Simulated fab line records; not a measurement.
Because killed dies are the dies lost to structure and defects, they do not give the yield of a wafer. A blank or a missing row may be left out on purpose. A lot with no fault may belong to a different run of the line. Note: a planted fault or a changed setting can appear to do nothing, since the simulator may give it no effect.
fab line records	flow n5-finfet
record lots=9	wafers=27	last-day=18
route steps=1938 shown BEOL_M4@1111 BEOL_M11@1551 PASSIVATION@1936
lots that met no fault: from a run of the same line without faults
start-h: hours from the record's opening day to when the first of the lot's shown wafers began	wait-h: time in hours since the lot's previous step	" identical to the entry in the row above	L1.1+2: a row that stands for several wafers	- value missing, or start not given	* or withheld: withheld	< > ~ a bound
route shown NAME@n: a module of which the file shows steps, and the number in the route of the first	usual: mean and standard deviation over wafers with no fault	same: alike in all rows	chamber/n: place in a boat	sites: the reading at each site	_std_site: standard deviation across them	_edge_site: outer sites' mean less inner sites'	radius-mm: for every site, how far away it sits from the centre of the wafer	mask NAME#n: copy n	behind: tool/chamber where the wafer was last shaped	hold: what put the lot on hold/how long, in hours/how the hold closed	device: the transistor (n, p or np) that didn't switch	end of line: the tests these same wafers got at the end of their route	for a step that has no rows: nothing shown but its recipe	killed: at the first sort, the dies lost to defects and structure; wafer yield is something else	map: a wafer's dies, marking killed ones x, the rest . and places with no die _
set.NAME: the setting as run; set.NAME@STEP: as run at that earlier step	model.NAME: the simulator's own value behind a step, which no gauge read
one table for each step of the route and one row for each wafer, over a sample of lots
services: from which hour (start-h, from the record's first day; less than 0 if before it) a tool's chamber was out of use, for how many hours, and why
## steps
# step N5_BEOL_M4_RC_MEAS_101
# usual DIBL_N=36.9/1.7	DIBL_P=36.7/2.1	IOFF_N=0.17/0.032	IOFF_P=0.22/0.036	ION_N=674/12	ION_P=461/7	SS_N=71.7/0.6	SS_P=73.4/0.67	VT_N=249/3.1	VT_P=-250/3.2
lot.wafer	tool	chamber	start-h	wait-h	DIBL_N[mV/V]	DIBL_P[mV/V]	IOFF_N[nA/um]	IOFF_P[nA/um]	ION_N[uA/um]	ION_P[uA/um]	SS_N[mV/dec]	SS_P[mV/dec]	VT_N[mV]	VT_P[mV]
L622.1	prober-01	0	169.52	0.0	35.5	35.5	0.14	0.18	657	448	71.7	72.8	253	-254
L622.2	"	0	"	"	36.4	36.6	0.15	0.20	674	464	71.3	73.2	254	-251
L622.3	"	0	"	"	35.7	34.9	0.14	0.18	666	456	70.9	73.1	250	-251
L629.1	prober-01	0	200.16	0.0	36.3	36.9	0.17	0.23	685	471	71.0	73.6	245	-246
L629.2	"	0	"	"	35.7	35.5	0.14	0.21	662	460	71.5	73.7	250	-250
L629.5	"	0	"	"	37.0	37.6	0.17	0.25	676	467	71.1	72.9	248	-246
L634.1	prober-01	0	240.87	0.0	37.7	38.5	0.19	0.26	688	475	72.3	73.5	248	-245
L634.2	"	0	"	"	34.9	36.7	0.14	0.21	677	466	70.8	73.7	253	-249
L634.4	"	0	"	"	36.2	37.5	0.16	0.23	677	461	72.2	72.3	248	-246
L635.1	prober-02	0	249.66	0.0	34.9	35.1	0.13	0.16	673	455	70.6	73.0	251	-256
L635.2	"	0	"	"	35.7	34.9	0.14	0.16	672	454	71.3	73.2	253	-256
L635.6	"	0	"	"	36.9	37.2	0.17	0.19	686	459	71.6	74.1	250	-251
L639.1	prober-02	0	270.93	0.0	38.5	38.0	0.19	0.24	676	466	71.9	73.7	248	-249
L639.3	"	0	"	"	35.0	34.8	0.13	0.20	654	458	71.2	72.8	252	-252
L639.4	"	0	"	"	32.8	32.0	0.11	0.16	660	455	70.6	72.6	253	-255
L640.2	prober-02	0	279.27	0.2	36.3	35.0	0.17	0.26	681	470	71.5	72.7	247	-245
L640.5	"	0	"	"	34.8	33.8	0.13	0.23	668	469	71.8	72.6	254	-245
L640.6	"	0	"	"	37.2	35.8	0.18	0.26	681	471	71.3	73.8	247	-245
L643.2	prober-02	0	293.19	0.2	35.5	34.9	0.14	0.19	673	462	72.0	73.8	254	-250
L643.4	"	0	"	"	32.0	30.8	0.10	0.14	651	452	69.8	72.5	255	-255
L643.5	"	0	"	"	35.6	34.9	0.14	0.20	667	462	71.3	73.7	255	-251
L644.1	prober-02	0	295.20	0.0	37.5	38.7	0.20	0.28	681	473	72.4	74.4	244	-247
L644.2	"	0	"	"	38.9	40.3	0.23	0.30	696	471	72.0	74.2	245	-243
L644.4	"	0	"	"	35.0	35.1	0.14	0.22	660	468	71.2	73.2	251	-249
L645.4	prober-01	0	312.33	0.5	39.1	38.5	0.18	0.23	663	460	71.9	74.1	251	-249
L645.5	"	0	"	"	37.7	37.1	0.16	0.22	659	458	72.1	73.7	252	-248
L645.6	"	0	"	"	39.5	39.5	0.19	0.26	681	467	72.8	73.8	251	-247
# step N5_BEOL_M11_INSPECT_13
# recipe mode=adi	inspect-instrument=brightfield
# usual raw-defect-count=426/99
lot.wafer	tool	chamber	start-h	wait-h	raw-defect-count
L622.1	defect-inspect-01	-	224.89	0.0	411
L622.2	"	-	"	"	453
L622.3	"	-	"	"	378
L629.1	defect-inspect-01	-	255.61	0.0	406
L629.2	"	-	"	"	455
L629.5	"	-	"	"	580
L634.1	defect-inspect-01	-	308.54	0.0	452
L634.2	"	-	"	"	553
L634.4	"	-	"	"	378
L635.1	defect-inspect-01	-	308.62	0.0	260
L635.2	"	-	"	"	244
L635.6	"	-	"	"	319
L639.1	defect-inspect-01	-	326.54	0.0	325
L639.3	"	-	"	"	559
L639.4	"	-	"	"	508
L640.2	defect-inspect-01	-	335.16	0.0	404
L640.5	"	-	"	"	367
L640.6	"	-	"	"	411
L644.1	defect-inspect-02	-	352.98	0.0	279
L644.2	"	-	"	"	395
L644.4	"	-	"	"	504
L643.2	defect-inspect-01	-	353.24	0.0	401
L643.4	"	-	"	"	465
L643.5	"	-	"	"	353
L645.4	defect-inspect-01	-	375.89	0.0	600
L645.5	"	-	"	"	558
L645.6	"	-	"	"	743
# step N5_BEOL_M11_ETCH_61
# recipe chemistry=CF4	target=SiARC	target-depth-a=390	mask-material=CAR-ArF	time-s=65	ion-energy-ev=80	pressure-mtorr=40	source-w=545	bias-w=36	Ar_flow_sccm=100	cf4-flow-sccm=100	ends=cleared
# usual drypump-motor-current-A=5.7/0.38	etch-rf-on-time-s=65.1/1.5	oes-product-au=0.67/0.071	rf-vpp-V=184.3/1.2	showerhead-plenum-p-Torr=2.16/0.079	throttle-valve-pct=15.50/0.23
lot.wafer	tool	chamber	start-h	wait-h	drypump-motor-current-A	etch-rf-on-time-s	oes-product-au	rf-hours-counter-h	rf-vpp-V	showerhead-plenum-p-Torr	throttle-valve-pct
L622.1	rie-diel-01	1	225.24	0.0	5.8	65.4	0.61	208	183.4	2.13	15.57
L622.2	"	2	"	"	6.2	64.2	0.60	231	182.1	2.03	15.80
L622.3	"	3	"	"	6.2	66.0	0.74	60	182.1	2.10	15.40
L629.1	rie-diel-03	3	255.68	0.0	5.9	62.6	0.84	2	184.8	2.19	15.57
L629.2	"	2	"	"	5.2	65.8	0.63	186	183.9	2.04	15.32
L629.5	"	2	"	"	5.2	65.3	0.63	-	184.1	2.04	15.31
L634.1	rie-diel-01	0	308.61	0.0	5.2	67.3	0.59	218	183.9	2.19	15.74
L634.2	"	1	"	"	5.8	64.4	0.60	231	183.8	2.12	15.62
L634.4	"	1	"	"	5.8	64.1	0.60	-	183.7	2.12	15.63
L635.1	rie-diel-06	0	308.71	0.0	5.8	65.2	0.72	77	183.7	2.08	15.64
L635.2	"	3	"	"	5.3	64.9	0.68	105	185.6	2.25	15.71
L635.6	"	0	"	"	5.8	64.9	0.73	-	183.2	2.08	15.64
L639.1	rie-diel-01	2	326.75	0.0	6.1	60.9	0.85	4	186.0	2.28	15.35
L639.3	"	3	"	"	6.2	65.8	0.70	91	182.2	2.09	15.46
L639.4	"	0	"	"	5.2	65.6	0.59	222	185.2	2.19	15.78
L640.2	rie-diel-03	2	335.23	0.0	5.2	64.9	0.62	210	181.0	2.04	15.35
L640.5	"	1	"	"	6.0	68.1	0.64	-	185.9	2.24	15.30
L640.6	"	2	"	"	5.2	65.6	0.61	-	182.4	2.04	15.37
L644.1	rie-diel-01	3	353.18	0.0	6.2	66.4	0.70	99	183.7	2.08	15.49
L644.2	"	1	"	"	5.8	64.8	0.60	244	184.3	2.12	15.65
L644.4	"	2	"	"	6.1	63.0	0.81	11	185.3	2.28	15.39
L643.2	rie-diel-03	2	353.42	0.0	5.2	65.4	0.61	215	182.6	2.03	15.38
L643.4	"	3	"	"	5.9	63.3	0.75	32	185.0	2.18	15.60
L643.5	"	3	"	"	5.9	63.5	0.76	-	184.5	2.18	15.62
L645.4	rie-diel-03	1	375.96	0.0	6.0	67.4	0.63	142	185.5	2.23	15.33
L645.5	"	2	"	"	5.2	66.4	0.60	-	183.9	2.03	15.39
L645.6	"	1	"	"	6.0	67.2	0.63	-	186.6	2.23	15.32
# step N5_BEOL_M11_HM_OPEN_17
# recipe chemistry=Cl2/BCl3	target-depth-a=200	overetch-a=60	target=TiN	mask-material=SOC	ion-energy-ev=150	pressure-mtorr=10	icp-w=1000	bias-w=126	Cl2_flow_sccm=53.25	bcl3-flow-sccm=21.75	Ar_flow_sccm=25
# usual drypump-motor-current-A=5.8/0.4	mfc-cl2-sccm=53.25/0.17	oes-product-au=0.65/0.092	throttle-valve-pct=22.33/0.23
lot.wafer	tool	chamber	start-h	wait-h	drypump-motor-current-A	mfc-cl2-sccm	oes-product-au	rf-hours-counter-h	throttle-valve-pct
L622.1	rie-metal-01	0	225.47	0.0	4.9	53.13	0.53	124	22.49
L622.2	"	1	"	"	6.0	53.21	0.58	94	22.43
L622.3	"	0	"	"	4.9	53.36	0.53	-	22.50
L629.1	rie-metal-01	1	255.92	0.0	6.0	53.05	0.57	97	22.44
L629.2	"	1	"	"	6.0	53.14	0.57	-	22.46
L629.5	"	1	"	"	6.0	53.22	0.57	-	22.47
L634.1	rie-metal-01	0	308.85	0.0	4.9	53.28	0.80	3	22.02
L634.2	"	1	"	"	6.0	53.27	0.56	103	22.47
L634.4	"	0	"	"	4.9	53.26	0.79	-	22.04
L635.1	rie-metal-02	0	308.95	0.0	6.1	53.02	0.73	22	22.04
L635.2	"	1	"	"	5.5	53.45	0.58	98	22.49
L635.6	"	0	"	"	6.1	53.27	0.73	-	22.06
L639.1	rie-metal-03	0	326.99	0.0	6.0	53.48	0.67	37	22.55
L639.3	"	1	"	"	6.0	53.07	0.78	-	21.90
L639.4	"	0	"	"	6.0	53.56	0.68	-	22.53
L640.2	rie-metal-03	1	335.46	0.0	6.0	53.38	0.78	6	21.93
L640.5	"	0	"	"	6.1	53.25	0.68	-	22.52
L640.6	"	1	"	"	6.0	53.32	0.78	-	21.89
L644.1	rie-metal-01	1	353.42	0.0	6.0	53.38	0.56	106	22.48
L644.2	"	0	"	"	4.9	53.49	0.78	7	22.03
L644.4	"	1	"	"	6.0	53.28	0.57	-	22.48
L643.2	rie-metal-03	0	353.69	0.1	6.0	53.56	0.66	-	22.54
L643.4	"	0	"	"	6.0	53.44	0.67	-	22.54
L643.5	"	0	"	"	6.0	53.59	0.67	-	22.54
L645.4	rie-metal-02	0	376.23	0.1	6.1	53.13	0.71	-	22.06
L645.5	"	1	"	"	5.5	53.38	0.56	-	22.53
L645.6	"	0	"	"	6.1	53.28	0.72	-	22.06
# step N5_BEOL_M11_ALD_74
# recipe material=TaN	target-thk-a=20	temp-c=275	ald-precursor-family=PDMAT	ald-co-reactant=NH3	pressure-torr=3	carrier-flow-sccm=1500	pulse-time-s=2	purge-time-s=3	co-reactant-purge-time-s=2	co-reactant-pulse-time-s=3	ald-cycles=40	precursor-vessel-temp-c=75	precursor-vessel-pressure-torr=26.25	precursor-vessel-carrier-sccm=1000
# usual ald-cycles=40/0	chamber-pressure-Torr=3.000/0.0068	co-reactant-purge-time-s=2/0	heater-power-w=428/39	pulse-time-s=2/0	susceptor-temp-C=275.00/0.19
lot.wafer	tool	chamber	start-h	wait-h	ald-cycles	chamber-pressure-Torr	co-reactant-purge-time-s	heater-power-w	pulse-time-s	susceptor-temp-C
L622.1	ald-metal-01	1	227.61	0.0	40	2.998	2	479	2	275.02
L622.2	"	3	"	"	40	2.999	2	422	2	275.03
L622.3	"	0	"	"	40	2.999	2	344	2	274.99
L629.1	ald-metal-03	1	262.53	0.0	40	3.004	2	406	2	274.68
L629.2	"	3	"	"	40	2.993	2	415	2	274.89
L629.5	"	0	"	"	40	3.004	2	444	2	274.90
L635.1	ald-metal-04	2	312.45	0.0	-	-	-	-	-	-
L635.2	"	0	"	"	-	-	-	-	-	-
L635.6	"	3	"	"	-	-	-	-	-	-
L634.1	ald-metal-01	2	312.54	0.1	-	-	-	-	-	-
L634.2	"	1	"	"	-	-	-	-	-	-
L634.4	"	0	"	"	-	-	-	-	-	-
L639.1	ald-metal-04	2	330.43	0.0	40	2.995	2	492	2	275.24
L639.3	"	0	"	"	40	2.993	2	451	2	274.82
L639.4	"	3	"	"	40	2.986	2	427	2	275.16
L640.2	ald-metal-01	1	339.06	0.2	40	2.989	2	473	2	274.92
L640.5	"	0	"	"	40	3.003	2	347	2	275.13
L640.6	"	3	"	"	40	3.009	2	423	2	274.89
L644.1	ald-metal-03	2	355.79	0.1	40	3.002	2	416	2	274.88
L644.2	"	1	"	"	40	3.004	2	387	2	274.84
L644.4	"	3	"	"	40	3.005	2	413	2	274.91
L643.2	ald-metal-04	2	358.02	0.0	40	2.991	2	477	2	274.98
L643.4	"	0	"	"	40	3.000	2	442	2	274.90
L643.5	"	2	"	"	40	2.980	2	473	2	275.21
L645.4	ald-metal-01	0	380.20	0.1	40	2.991	2	355	2	275.10
L645.5	"	2	"	"	40	3.004	2	450	2	275.21
L645.6	"	3	"	"	40	2.997	2	423	2	274.96
# step N5_PASSIVATION_PROBE_49
# usual defect-limited-yield=91.7/1.5	killed_at_M0_to_M3=32/9.6	killed_at_M4_up=13/5.3	killed-at-contacts=12/6.8	killed-at-front-end=36/9.8	killed-at-other=4/3.1	killed-dies=98/17	killed-on-rim=13/4	killed-open=65/13	killed-short=32/8.5	sort_bin_4_leakage=0.00/0.007	sort_bin_5_function=4.9/0.93	sort_bin_6_memory=3.2/0.67	sort-n-pass=1082/17	sort-yield-pct=91.7/1.4
# same gross-dies=1180	killed-at-back-side=0	sort_bin_8_speed[%]=0
lot.wafer	tool	chamber	start-h	wait-h	defect-limited-yield[%]	killed_at_M0_to_M3	killed_at_M4_up	killed-at-contacts	killed-at-front-end	killed-at-other	killed-dies	killed-on-rim	killed-open	killed-short	sort_bin_4_leakage[%]	sort_bin_5_function[%]	sort_bin_6_memory[%]	sort-n-pass	sort-yield-pct[%]
L622.1	prober-01	-	272.12	0.0	92.8	33	10	14	28	0	85	8	63	21	0	4.7	2.4	1095	92.8
L622.2	prober-01	-	272.17	0.1	91.0	34	6	27	37	2	106	11	71	34	0	4.6	4.4	1074	91.0
L622.3	prober-01	-	272.22	0.1	91.3	42	7	15	37	2	103	12	64	38	0	5.3	3.1	1077	91.3
L629.1	prober-02	-	306.07	0.0	90.9	33	16	8	48	2	107	16	73	32	0	5.2	3.5	1073	90.9
L629.2	prober-02	-	306.12	0.1	91.5	28	15	14	43	0	100	13	69	28	0	4.7	3.6	1080	91.5
L629.5	prober-02	-	306.27	0.2	93.3	20	11	8	36	4	79	10	57	20	0	3.6	3.0	1101	93.3
L635.1	prober-02	-	351.38	0.0	0	38	1097	14	31	0	1180	152	76	33	90.51	6.1	2.9	0	0
L635.2	prober-02	-	351.43	0.1	0	27	1109	3	40	1	1180	152	62	28	92.20	4.7	2.9	0	0
L635.6	prober-02	-	351.63	0.3	0	24	1128	1	22	5	1180	152	48	17	94.32	3.6	2.0	0	0
L634.1	prober-02	-	361.30	1.2	0	38	1084	11	44	3	1180	152	75	32	90.76	5.8	3.4	0	0
L634.2	prober-02	-	361.35	1.3	0	26	1098	9	45	2	1180	152	60	30	92.37	4.2	3.3	0	0
L634.4	prober-02	-	361.45	1.4	0	27	1085	21	45	2	1180	152	68	34	91.36	5.3	3.2	0	0
L639.1	prober-01	-	374.44	0.0	93.9	22	9	3	34	4	72	5	49	20	0	3.8	2.2	1108	93.9
L639.3	prober-01	-	374.54	0.1	92.9	30	20	5	28	1	84	11	55	27	0	4.7	2.2	1096	92.9
L639.4	prober-01	-	374.59	0.2	93.4	18	10	15	33	2	78	12	49	26	0	3.7	2.6	1102	93.4
L640.2	prober-01	-	386.76	0.1	91.1	15	9	33	45	3	105	8	63	40	0	5.5	3.0	1075	91.1
L640.5	prober-01	-	386.91	0.2	90.8	18	12	21	54	4	109	16	78	26	0	5.0	4.2	1071	90.8
L640.6	prober-01	-	386.96	0.3	93.7	17	7	11	34	5	74	4	49	21	0	3.5	2.7	1106	93.7
L644.1	prober-02	-	395.78	0.0	90.9	40	16	12	31	8	107	18	73	34	0	5.2	3.6	1073	90.9
L644.2	prober-02	-	395.83	0.1	89.1	45	15	14	46	9	129	17	84	45	0	6.9	3.6	1051	89.1
L644.4	prober-02	-	395.93	0.2	88.1	40	19	19	52	10	140	20	85	55	0	7.3	4.1	1040	88.1
L643.2	prober-01	-	398.46	0.1	93.0	20	20	14	25	4	83	14	56	27	0	3.6	3.2	1097	93.0
L643.4	prober-01	-	398.56	0.2	91.4	26	13	21	36	5	101	12	64	37	0	5.0	3.2	1079	91.4
L643.5	prober-01	-	398.61	0.2	92.5	35	5	12	33	4	89	9	58	31	0	4.0	3.3	1091	92.5
L645.4	prober-02	-	422.61	0.2	92.2	28	8	17	39	0	92	17	63	23	0	4.6	2.7	1088	92.2
L645.5	prober-02	-	422.66	0.2	92.5	29	6	12	41	0	88	17	57	27	0	3.9	3.1	1092	92.5
L645.6	prober-02	-	422.71	0.3	90.1	20	18	10	65	4	117	17	82	35	0	5.1	4.4	1063	90.1
# killed by level:class
L622.1 BEOL_M0_SAQP:geometric-particle:open=14 STI_FIN_REVEAL:geometric-particle:open=12 MOL_CONTACT_COAG:geometric-particle:open=12 BEOL_M0_SAQP:geometric-particle:short=8 FIN_SAQP:geometric-particle:short=5 BEOL_M3:geometric-particle:open=5 FIN_SAQP:geometric-particle:open=4 BEOL_M1:geometric-particle:open=3
L622.2 MOL_CONTACT_COAG:geometric-particle:open=21 BEOL_M0_SAQP:geometric-particle:open=10 STI_FIN_REVEAL:geometric-particle:open=9 GATE_CUT:geometric-particle:short=7 BEOL_M3:geometric-particle:open=7 MOL_CONTACT_COAG:geometric-particle:short=6 DUMMY_GATE:geometric-particle:open=4 BEOL_M0_SAQP:geometric-particle:short=4
L622.3 BEOL_M0_SAQP:geometric-particle:short=15 MOL_CONTACT_COAG:geometric-particle:open=13 BEOL_M0_SAQP:geometric-particle:open=11 FIN_SAQP:geometric-particle:short=8 STI_FIN_REVEAL:geometric-particle:open=7 DUMMY_GATE:geometric-particle:open=7 FIN_SAQP:geometric-particle:open=6 BEOL_M3:geometric-particle:open=6
L629.1 STI_FIN_REVEAL:geometric-particle:open=13 BEOL_M0_SAQP:geometric-particle:open=13 FIN_SAQP:geometric-particle:open=12 MOL_CONTACT_COAG:geometric-particle:open=8 BEOL_M0_SAQP:geometric-particle:short=7 BEOL_M1:geometric-particle:open=5 FIN_SAQP:geometric-particle:short=4 GATE_CUT:geometric-particle:short=4
L629.2 STI_FIN_REVEAL:geometric-particle:open=13 MOL_CONTACT_COAG:geometric-particle:open=12 FIN_SAQP:geometric-particle:short=8 BEOL_M1:geometric-particle:open=8 BEOL_M0_SAQP:geometric-particle:open=6 FIN_SAQP:geometric-particle:open=5 BEOL_M0_SAQP:geometric-particle:short=5 BEOL_M2:geometric-particle:open=5
L629.5 STI_FIN_REVEAL:geometric-particle:open=15 GATE_CUT:geometric-particle:short=7 MOL_CONTACT_COAG:geometric-particle:open=7 BEOL_M2:geometric-particle:open=6 DUMMY_GATE:geometric-particle:open=4 BEOL_M0_SAQP:geometric-particle:open=4 BEOL_M3:geometric-particle:open=4 FIN_SAQP:geometric-particle:open=3
L635.1 BEOL_M11:area-ald=1067 BEOL_M4:geometric-particle:open=16 MOL_CONTACT_COAG:geometric-particle:open=12 BEOL_M3:geometric-particle:open=10 FIN_SAQP:geometric-particle:open=7 BEOL_M0_SAQP:geometric-particle:short=6 BEOL_M1:geometric-particle:open=5 BEOL_M2:geometric-particle:open=5
L635.2 BEOL_M11:area-ald=1087 FIN_SAQP:geometric-particle:short=11 BEOL_M3:geometric-particle:open=10 FIN_SAQP:geometric-particle:open=8 DUMMY_GATE:geometric-particle:open=7 BEOL_M0_SAQP:geometric-particle:short=6 BEOL_M7:geometric-particle:open=5 BEOL_M1:geometric-particle:open=5
L635.6 BEOL_M11:area-ald=1113 BEOL_M3:geometric-particle:open=6 BEOL_M0_SAQP:geometric-particle:open=5 FIN_SAQP:geometric-particle:open=4 GATE_CUT:geometric-particle:short=4 BEOL_M0:geometric-particle:open=4 BEOL_M2:geometric-particle:open=4 BEOL_M4:geometric-particle:open=4
L634.1 BEOL_M11:area-ald=1071 STI_FIN_REVEAL:geometric-particle:open=11 MOL_CONTACT_COAG:geometric-particle:open=11 BEOL_M0_SAQP:geometric-particle:open=8 BEOL_M1:geometric-particle:open=8 FIN_SAQP:geometric-particle:open=7 FIN_SAQP:geometric-particle:short=6 BEOL_M2:geometric-particle:open=6
L634.2 BEOL_M11:area-ald=1089 STI_FIN_REVEAL:geometric-particle:open=12 FIN_SAQP:geometric-particle:open=9 FIN_SAQP:geometric-particle:short=8 BEOL_M0_SAQP:geometric-particle:open=8 MOL_CONTACT_COAG:geometric-particle:open=7 BEOL_M0_SAQP:geometric-particle:short=7 BEOL_M3:geometric-particle:open=5
L634.4 BEOL_M11:area-ald=1077 MOL_CONTACT_COAG:geometric-particle:open=19 STI_FIN_REVEAL:geometric-particle:open=17 BEOL_M0_SAQP:geometric-particle:short=7 BEOL_M1:geometric-particle:open=6 GATE_CUT:geometric-particle:short=5 FIN_SAQP:geometric-particle:short=4 GATE_CUT:geometric-particle:open=4
L639.1 FIN_SAQP:geometric-particle:open=6 BEOL_M3:geometric-particle:open=6 STI_FIN_REVEAL:geometric-particle:open=6 GATE_CUT:geometric-particle:short=5 BEOL_M1:geometric-particle:open=5 BEOL_M4:geometric-particle:open=5 BEOL_M3:geometric-particle:short=4 STARTING-WAFER:geometric-particle:open=4
L639.3 STI_FIN_REVEAL:geometric-particle:open=10 BEOL_M4:geometric-particle:open=9 BEOL_M0:geometric-particle:short=8 BEOL_M1:geometric-particle:open=6 BEOL_M5:geometric-particle:open=6 MOL_CONTACT_COAG:geometric-particle:open=5 FIN_SAQP:geometric-particle:short=5 BEOL_M0_SAQP:geometric-particle:open=4
L639.4 FIN_SAQP:geometric-particle:short=11 MOL_CONTACT_COAG:geometric-particle:open=11 STI_FIN_REVEAL:geometric-particle:open=7 BEOL_M1:geometric-particle:open=7 ILD0:geometric-particle:open=4 MOL_CONTACT_COAG:geometric-particle:short=4 BEOL_M0_SAQP:geometric-particle:short=3 BEOL_M3:geometric-particle:open=3
L640.2 MOL_CONTACT_COAG:geometric-particle:open=26 STI_FIN_REVEAL:geometric-particle:open=11 FIN_SAQP:geometric-particle:short=7 MOL_CONTACT_COAG:geometric-particle:short=7 BEOL_M4:geometric-particle:open=6 BEOL_M0_SAQP:geometric-particle:open=5 BEOL_M0_SAQP:geometric-particle:short=5 FIN_SAQP:geometric-particle:open=4
L640.5 STI_FIN_REVEAL:geometric-particle:open=22 MOL_CONTACT_COAG:geometric-particle:open=17 GATE_CUT:geometric-particle:short=9 STI_FIN_REVEAL:geometric-particle:short=7 BEOL_M4:geometric-particle:open=6 BEOL_M2:geometric-particle:open=5 BEOL_M3:geometric-particle:open=4 BEOL_M1:geometric-particle:open=4
L640.6 STI_FIN_REVEAL:geometric-particle:open=11 MOL_CONTACT_COAG:geometric-particle:open=8 BEOL_M3:geometric-particle:open=5 BEOL_M4:geometric-particle:open=4 GATE_CUT:geometric-particle:open=3 BEOL_M1:geometric-particle:open=3 STARTING-WAFER:geometric-particle:short=3 STI_FIN_REVEAL:geometric-particle:short=2
L644.1 BEOL_M0_SAQP:geometric-particle:short=12 MOL_CONTACT_COAG:geometric-particle:open=11 BEOL_M0_SAQP:geometric-particle:open=10 FIN_SAQP:geometric-particle:open=7 BEOL_M3:geometric-particle:open=5 BEOL_M4:geometric-particle:open=5 STI_FIN_REVEAL:geometric-particle:open=4 STARTING-WAFER:geometric-particle:open=4
L644.2 MOL_CONTACT_COAG:geometric-particle:open=13 FIN_SAQP:geometric-particle:short=12 BEOL_M0_SAQP:geometric-particle:open=11 BEOL_M3:geometric-particle:open=10 FIN_SAQP:geometric-particle:open=8 BEOL_M0_SAQP:geometric-particle:short=8 BEOL_M1:geometric-particle:open=5 BEOL_M2:geometric-particle:open=5
L644.4 FIN_SAQP:geometric-particle:open=16 MOL_CONTACT_COAG:geometric-particle:open=16 FIN_SAQP:geometric-particle:short=14 BEOL_M0_SAQP:geometric-particle:short=11 BEOL_M3:geometric-particle:open=10 BEOL_M0_SAQP:geometric-particle:open=9 BEOL_M4:geometric-particle:open=6 BEOL_M4:geometric-particle:short=5
L643.2 BEOL_M4:geometric-particle:open=12 MOL_CONTACT_COAG:geometric-particle:open=9 BEOL_M3:geometric-particle:open=6 MOL_CONTACT_COAG:geometric-particle:short=5 BEOL_M0_SAQP:geometric-particle:short=5 GATE_CUT:geometric-particle:short=4 BEOL_M4:geometric-particle:short=4 FIN_SAQP:geometric-particle:open=3
L643.4 MOL_CONTACT_COAG:geometric-particle:open=15 BEOL_M4:geometric-particle:open=8 STI_FIN_REVEAL:geometric-particle:open=7 MOL_CONTACT_COAG:geometric-particle:short=6 BEOL_M3:geometric-particle:open=6 FIN_SAQP:geometric-particle:short=5 GATE_CUT:geometric-particle:short=5 GATE_CUT:geometric-particle:open=5
L643.5 BEOL_M3:geometric-particle:open=12 BEOL_M0_SAQP:geometric-particle:short=11 FIN_SAQP:geometric-particle:open=9 MOL_CONTACT_COAG:geometric-particle:open=7 BEOL_M0_SAQP:geometric-particle:open=7 STI_FIN_REVEAL:geometric-particle:open=5 MOL_CONTACT_COAG:geometric-particle:short=5 FIN_SAQP:geometric-particle:short=4
L645.4 MOL_CONTACT_COAG:geometric-particle:open=15 FIN_SAQP:geometric-particle:open=11 BEOL_M1:geometric-particle:open=8 BEOL_M2:geometric-particle:open=8 FIN_SAQP:geometric-particle:short=6 GATE_CUT:geometric-particle:short=5 GATE_CUT:geometric-particle:open=4 BEOL_M0:geometric-particle:open=4
L645.5 MOL_CONTACT_COAG:geometric-particle:open=12 FIN_SAQP:geometric-particle:short=9 BEOL_M2:geometric-particle:open=7 DUMMY_GATE:geometric-particle:open=6 BEOL_M0_SAQP:geometric-particle:open=5 FIN_SAQP:geometric-particle:open=4 STI_FIN_REVEAL:geometric-particle:open=4 BEOL_M0_SAQP:geometric-particle:short=4
L645.6 STI_FIN_REVEAL:geometric-particle:open=12 FIN_SAQP:geometric-particle:open=8 FIN_SAQP:geometric-particle:short=8 MOL_CONTACT_COAG:geometric-particle:open=8 GATE_CUT:geometric-particle:short=7 BEOL_M2:geometric-particle:open=7 BEOL_M4:geometric-particle:open=7 ILD0:geometric-particle:open=6
## services
tool	chamber	start-h	hours	kind
rie-diel-06	1	206.40	12.2	repair
rie-diel-06	-	215.37	0.3	repair
rie-diel-03	3	218.34	1.6	repair
rie-diel-03	-	218.39	7.2	repair
rie-diel-03	3	231.56	-	clean
rie-diel-03	3	231.56	-	consumable-replace:focus-ring
rie-diel-03	3	231.56	15.0	scheduled-down
rie-diel-03	3	231.56	15.0	vent-cycle
rie-metal-03	-	245.41	2.8	pm
rie-metal-01	0	247.21	-	clean
rie-metal-01	0	247.21	23.1	scheduled-down
rie-metal-01	0	247.21	23.1	vent-cycle
rie-diel-06	3	248.87	4.0	repair
ald-metal-01	-	253.21	8.7	pm
rie-diel-01	1	271.31	18.5	repair
rie-diel-01	2	282.41	8.8	repair
rie-metal-03	1	308.49	1.2	repair
ald-metal-04	-	337.25	14.0	pm
rie-diel-01	-	346.57	2.8	pm
rie-metal-03	1	352.13	5.4	repair
rie-metal-02	-	353.89	0.2	repair
rie-diel-06	-	363.32	2.8	pm
rie-diel-03	-	366.81	2.8	pm
ald-metal-04	-	376.34	14.6	pm
## key
first-sign step=N5_BEOL_M11_ALD_74	reading=tool-record	direction=missing
effect step=N5_PASSIVATION_PROBE_49	reading=sort_bin_4_leakage	direction=up	sigmas=99+	usual=0.00	struck=91.92
more-kills-born-at N5_BEOL_M11_ALD_74@ald-metal-04=3269	N5_BEOL_M11_ALD_74@ald-metal-01=3239
met-at N5_BEOL_M11_ALD_74
struck-lots L634,L635
later-rows-left-out L634.1,L634.2,L634.4,L635.1,L635.2,L635.6
not-acting-at N5_BEOL_M11_INSPECT_13,N5_BEOL_M11_ETCH_61,N5_BEOL_M11_HM_OPEN_17
onset-between 227.61 312.45
fault kind=skipped-step-whole	tool=ald-metal-01,ald-metal-04	chamber=-	onset-h=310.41	steps=N5_BEOL_M11_ALD_74	scope=struck-lots-only
# later-rows-left-out: the simulator's readings of these wafers behind a module that went badly wrong aren't trusted and aren't shown, but for the sort
